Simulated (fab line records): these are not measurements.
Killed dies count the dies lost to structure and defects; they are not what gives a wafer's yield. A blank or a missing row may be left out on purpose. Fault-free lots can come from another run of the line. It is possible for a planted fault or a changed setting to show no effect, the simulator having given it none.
What tool caused it? -- flow nand_harc -- 13 lots, 38 wafers sampled, at 4 steps of a route of 1302

## WHAT EACH GAUGE READ, for each wafer
NHARC_END_WLT_00. Usual: VT_DECK1_BOTTOM 0.870, standard deviation 0.0084; VT_DECK1_BOTTOM_INNER 0.870, standard deviation 0.0077; VT_DECK1_MEDIAN_NEAR_BOTTOM 0.871, standard deviation 0.0079; VT_DECK1_MEDIAN_NEAR_BOTTOM_INNER 0.872, standard deviation 0.0079; VT_DECK1_MIDDLE 0.883, standard deviation 0.0077; VT_DECK1_MIDDLE_INNER 0.883, standard deviation 0.0077; VT_DECK1_TOP 0.896, standard deviation 0.0079; VT_DECK1_TOP_INNER 0.895, standard deviation 0.0071; VT_DECK2_BOTTOM 0.873, standard deviation 0.0085; VT_DECK2_BOTTOM_INNER 0.874, standard deviation 0.0081; VT_DECK2_MEDIAN_NEAR_BOTTOM 0.874, standard deviation 0.008; VT_DECK2_MEDIAN_NEAR_BOTTOM_INNER 0.875, standard deviation 0.0077; VT_DECK2_MIDDLE 0.887, standard deviation 0.0079; VT_DECK2_MIDDLE_INNER 0.887, standard deviation 0.0073; VT_DECK2_TOP 0.898, standard deviation 0.0072; VT_DECK2_TOP_INNER 0.898, standard deviation 0.0074.
lot,measured,on,VT_DECK1_BOTTOM,VT_DECK1_BOTTOM_INNER,VT_DECK1_MEDIAN_NEAR_BOTTOM,VT_DECK1_MEDIAN_NEAR_BOTTOM_INNER,VT_DECK1_MIDDLE,VT_DECK1_MIDDLE_INNER,VT_DECK1_TOP,VT_DECK1_TOP_INNER,VT_DECK2_BOTTOM,VT_DECK2_BOTTOM_INNER,VT_DECK2_MEDIAN_NEAR_BOTTOM,VT_DECK2_MEDIAN_NEAR_BOTTOM_INNER,VT_DECK2_MIDDLE,VT_DECK2_MIDDLE_INNER,VT_DECK2_TOP,VT_DECK2_TOP_INNER,flag
L238,day 24 14:47,prober-01,0.862 0.856 0.866,0.859 0.859 0.861,0.861 0.860 0.863,0.855 0.860 0.863,0.879 0.876 0.876,0.880 0.873 0.874,0.881 0.889 0.879,0.887 0.887 0.903,0.873 0.865 0.857,0.862 0.859 0.866,0.864 0.867 0.860,0.865 0.870 0.862,0.874 0.868 0.876,0.868 0.868 0.872,0.881 0.886 0.881,0.891 0.897 0.885,
L237,day 24 15:50,prober-02,0.861 0.863 0.864,0.870 0.863 0.865,0.867 0.871 0.861,0.864 0.864 0.868,0.871 0.875 0.876,0.875 0.875 0.879,0.886 0.887 0.892,0.892 0.893 0.890,0.863 0.860 0.877,0.859 0.858 0.860,0.863 0.859 0.876,0.865 0.870 0.866,0.882 0.881 0.876,0.880 0.882 0.868,0.885 0.889 0.890,0.890 0.900 0.891,
L239,day 25 17:45,prober-01,0.877 0.870 0.867,0.870 0.878 0.871,0.877 0.878 0.874,0.872 0.873 0.872,0.881 0.887 0.879,0.885 0.890 0.878,0.902 0.898 0.901,0.899 0.892 0.898,0.878 0.879 0.875,0.873 0.873 0.874,0.878 0.882 0.878,0.867 0.887 0.886,0.893 0.892 0.888,0.898 0.900 0.891,0.898 0.906 0.900,0.899 0.904 0.904,
L240,day 26 02:13,prober-02,0.870 0.868 0.881,0.866 0.865 0.877,0.859 0.870 0.869,0.866 0.870 0.872,0.883 0.881 0.889,0.887 0.877 0.883,0.902 0.901 0.898,0.894 0.897 0.901,0.863 0.870 0.865,0.863 0.865 0.864,0.863 0.858 0.860,0.869 0.858 0.870,0.878 0.873 0.871,0.873 0.872 0.876,0.887 0.889 0.883,0.896 0.880 0.889,
L243,day 27 03:36,prober-01,0.857 0.860 0.868,0.863 0.867 0.861,0.866 0.864 0.856,0.867 0.865 0.861,0.871 0.873 0.870,0.871 0.869 0.870,0.887 0.889 0.893,0.882 0.880 0.892,0.858 0.869 0.870,0.874 0.867 0.866,0.868 0.866 0.871,0.868 0.869 0.872,0.885 0.884 0.874,0.883 0.881 0.887,0.893 0.897 0.896,0.896 0.897 0.890,
L244,day 27 03:37,prober-02,0.868 0.870 0.871,0.871 0.867 0.864,0.873 0.872 0.875,0.874 0.862 0.875,0.881 0.883 0.875,0.883 0.887 0.887,0.895 0.889 0.891,0.896 0.892 0.891,0.877 0.881 0.887,0.882 0.866 0.880,0.880 0.877 0.875,0.883 0.885 0.874,0.888 0.892 0.883,0.895 0.895 0.897,0.904 0.897 0.897,0.891 0.900 0.905,
L246,day 28 14:08,prober-01,0.873 0.872 0.874,0.871 0.879 0.884,0.877 0.870 0.882,0.875 0.869 0.879,0.889 0.892 0.890,0.898 0.889 0.895,0.893 0.899 0.895,0.896 0.898 0.900,0.895 0.887 0.882,0.891 0.885 0.876,0.900 0.889 0.884,0.895 0.884 0.894,0.899 0.898 0.903,0.898 0.890 0.896,0.909 0.913 0.905,0.913 0.910 0.917,
L247,day 28 13:39,prober-02,0.867 0.879 0.874,0.867 0.868 0.865,0.876 0.870 0.868,0.873 0.871 0.868,0.884 0.884 0.881,0.875 0.873 0.881,0.893 0.890 0.896,0.892 0.900 0.901,0.885 0.882 0.892,0.893 0.885 0.886,0.876 0.888 0.887,0.889 0.888 0.882,0.892 0.903 0.900,0.895 0.891 0.895,0.907 0.909 0.908,0.904 0.916 0.908,
L255,day 31 17:43,prober-01,0.879 0.877 0.876,0.873 0.871 0.877,0.873 0.873 0.882,0.880 0.875 0.887,0.893 0.897 0.888,0.892 0.887 0.891,0.901 0.907 0.901,0.905 0.904 0.909,0.871 0.867 0.877,0.871 0.874 0.876,0.873 0.876 0.873,0.880 0.873 0.878,0.886 0.885 0.898,0.879 0.884 0.882,0.901 0.895 0.898,0.894 0.897 0.895,
L254,day 32 01:31,prober-01,0.865 0.869 0.865,0.870 0.870 0.866,0.867 0.872 0.872,0.866 0.874 0.872,0.878 0.881 0.882,0.882 0.881 0.878,0.893 0.888 0.893,0.895 0.896 0.886,0.876 0.875 0.878,0.876 0.869 0.881,0.871 0.870 0.879,0.886 0.870 0.880,0.887 0.888 0.883,0.884 0.890 0.887,0.894 0.908 0.893,0.901 0.898 0.889,
L256,day 32 16:32,prober-01,0.878 0.870 0.876,0.880 0.870 0.875,0.883 0.872 0.875,0.885 0.878 0.875,0.882 0.883 0.891,0.890 0.888 0.895,0.908 0.911 0.901,0.904 0.898 0.902,0.881 0.887 0.869,0.876 0.875 0.875,0.864 0.886 0.877,0.886 0.880 0.877,0.887 0.891 0.893,0.890 0.886 0.894,0.898 0.897 0.901,0.895 0.906 0.901,
L257,day 33 07:47,prober-02,0.879 0.885 0.882,0.884 0.876 0.879,0.887 0.881 0.888,0.891 0.889 0.885,0.899 0.895 0.892,0.894 0.894 0.901,0.912 0.911 0.905,0.907 0.904 0.904,0.872 0.871 0.878,0.874 0.859 0.865,0.874 0.867 0.865,0.869 0.868 0.871,0.891 0.885 0.886,0.888 0.885 0.884,0.896 0.896 0.893,0.897 0.895 0.897,

## WHICH TOOL RAN EACH LOT (tool, then ch and the chambers of the sampled wafers, then the start)
lot,NHARC_THIN_TSV_DEGAS_53,NHARC_THIN_TSV_PRE_CLEAN_54,NHARC_THIN_TSV_ETCH_59
L238,"pvd_sputter-01, day 24 07:07","pvd_sputter-01, day 24 07:13","rie_metal-02 ch 0,1, day 24 08:33"
L237,"pvd_sputter-02, day 24 08:13","pvd_sputter-02, day 24 08:18","rie_metal-03 ch 1, day 24 09:40"
L239,"pvd_sputter-02, day 25 10:37","pvd_sputter-02, day 25 10:42","rie_metal-02 ch 0,1, day 25 12:04"
L240,"pvd_sputter-03, day 25 19:52","pvd_sputter-03, day 25 19:57","rie_metal-01 ch 0,1, day 25 21:20"
L243,"pvd_sputter-02, day 26 19:17","pvd_sputter-02, day 26 19:22","rie_metal-03 ch 0,1, day 26 20:36"
L244,"pvd_sputter-03, day 26 20:17","pvd_sputter-03, day 26 20:21","rie_metal-02 ch 0,1, day 26 21:45"
L246,"pvd_sputter-03, day 28 06:27","pvd_sputter-03, day 28 06:31","rie_metal-03 ch 0,1, day 28 07:53"
L247,"pvd_sputter-03, day 28 07:47","pvd_sputter-03, day 28 07:51","rie_metal-03 ch 0,1, day 28 09:12"
L251,"pvd_sputter-03, day 29 22:21","pvd_sputter-03, day 29 22:27","rie_metal-02 ch 1, day 29 23:51"
L255,"pvd_sputter-01, day 31 12:26","pvd_sputter-01, day 31 12:31","rie_metal-01 ch 0,1, day 31 13:52"
L254,"pvd_sputter-03, day 31 14:08","pvd_sputter-03, day 31 14:13","rie_metal-03 ch 0,1, day 31 15:33"
L256,"pvd_sputter-02, day 32 07:54","pvd_sputter-02, day 32 07:58","rie_metal-03 ch 0,1, day 32 09:26"
L257,"pvd_sputter-02, day 33 00:07","pvd_sputter-02, day 33 00:11","rie_metal-02 ch 0,1, day 33 01:26"
- NHARC_THIN_TSV_DEGAS_53: time 60 s.
- NHARC_THIN_TSV_PRE_CLEAN_54: time 30 s.
- NHARC_THIN_TSV_ETCH_59: etches the open film in Cl2/BCl3, target depth 880 nm, time 138.1 s.

## AS READ BY THE TOOLS THEMSELVES (means over the sampled wafers that have a number; for cases with no such wafer, the mark the record gives instead)
NHARC_THIN_TSV_DEGAS_53. Usual: heater_power_w reads 447 W (standard deviation 28).
lot,tool,heater_power_w (W),flag
L238,pvd_sputter-01,436,
L237,pvd_sputter-02,465,
L239,pvd_sputter-02,472,
L240,pvd_sputter-03,446,
L243,pvd_sputter-02,465,
L244,pvd_sputter-03,429,
L246,pvd_sputter-03,423,
L247,pvd_sputter-03,454,
L251,pvd_sputter-03,418,
L255,pvd_sputter-01,444,
L254,pvd_sputter-03,432,
L256,pvd_sputter-02,496,
L257,pvd_sputter-02,450,

NHARC_THIN_TSV_PRE_CLEAN_54. Usual: heater_power_w reads 394 W (standard deviation 25).
lot,tool,heater_power_w (W),flag
L238,pvd_sputter-01,387,
L237,pvd_sputter-02,421,
L239,pvd_sputter-02,406,
L240,pvd_sputter-03,382,
L243,pvd_sputter-02,409,
L244,pvd_sputter-03,399,
L246,pvd_sputter-03,380,
L247,pvd_sputter-03,386,
L251,pvd_sputter-03,415,
L255,pvd_sputter-01,390,
L254,pvd_sputter-03,402,
L256,pvd_sputter-02,371,
L257,pvd_sputter-02,413,

NHARC_THIN_TSV_ETCH_59. Usual: chamber_pressure_mTorr 10.000 mTorr, standard deviation 0.0096; drypump_motor_current_A 5.2 A, standard deviation 0.42; he_backside_leak_sccm 3.37 sccm, standard deviation 0.29; mfc_cl2_sccm 59.98 sccm, standard deviation 0.18; oes_product_au 1.001 a.u., standard deviation 0.0072; throttle_valve_pct 22.263 %, standard deviation 0.0091.
lot,tool,chamber_pressure_mTorr (mTorr),drypump_motor_current_A (A),he_backside_leak_sccm (sccm),mfc_cl2_sccm (sccm),oes_product_au (a.u.),throttle_valve_pct (%),flag
L238,rie_metal-02,9.998,5.8,3.55,59.93,1.006,22.264,
L237,rie_metal-03,10.000,4.9,3.13,60.01,1.001,22.260,
L239,rie_metal-02,9.986,5.6,3.51,60.04,1.004,22.261,
L240,rie_metal-01,10.000,5.3,3.33,60.10,0.993,22.269,
L243,rie_metal-03,10.001,4.8,3.12,60.01,1.014,22.251,
L244,rie_metal-02,9.996,5.8,3.55,59.97,0.993,22.266,
L246,rie_metal-03,9.991,4.9,3.23,60.00,0.998,22.264,
L247,rie_metal-03,9.997,4.8,3.14,59.89,0.996,22.266,
L251,rie_metal-02,9.992,5.9,3.41,59.73,0.907,22.267,OFF
L255,rie_metal-01,9.995,5.5,3.45,59.91,1.003,22.263,
L254,rie_metal-03,10.002,4.9,3.16,59.95,1.002,22.268,
L256,rie_metal-03,10.005,4.8,3.18,60.05,1.004,22.270,
L257,rie_metal-02,10.004,5.6,3.44,59.97,0.991,22.263,

## THE ANSWER, worked out from the rows above alone
Rule: a lot is off if the mean of its wafers that have a number lies more than 3 standard deviations from the usual mean. Also off: a lot with no number at a reading for which 4 or more lots have one. Where the step has rows for the other lots, those lots are counted as sound. First the gauges in route order, then the tools' own readings, where a lot's mean is used as printed above. The first step at which some lot is off is used, and at that step the reading that is off furthest; a lot without a number counts as furthest.
Off: L251 (NHARC_THIN_TSV_ETCH_59, oes_product_au).
If a tool, at that step or one of the process steps before it, ran each lot that is off and ran no sound lot following the first of them, it fits. No candidate that was tried fits.

## WHAT THE SIMULATOR HAD INSERTED
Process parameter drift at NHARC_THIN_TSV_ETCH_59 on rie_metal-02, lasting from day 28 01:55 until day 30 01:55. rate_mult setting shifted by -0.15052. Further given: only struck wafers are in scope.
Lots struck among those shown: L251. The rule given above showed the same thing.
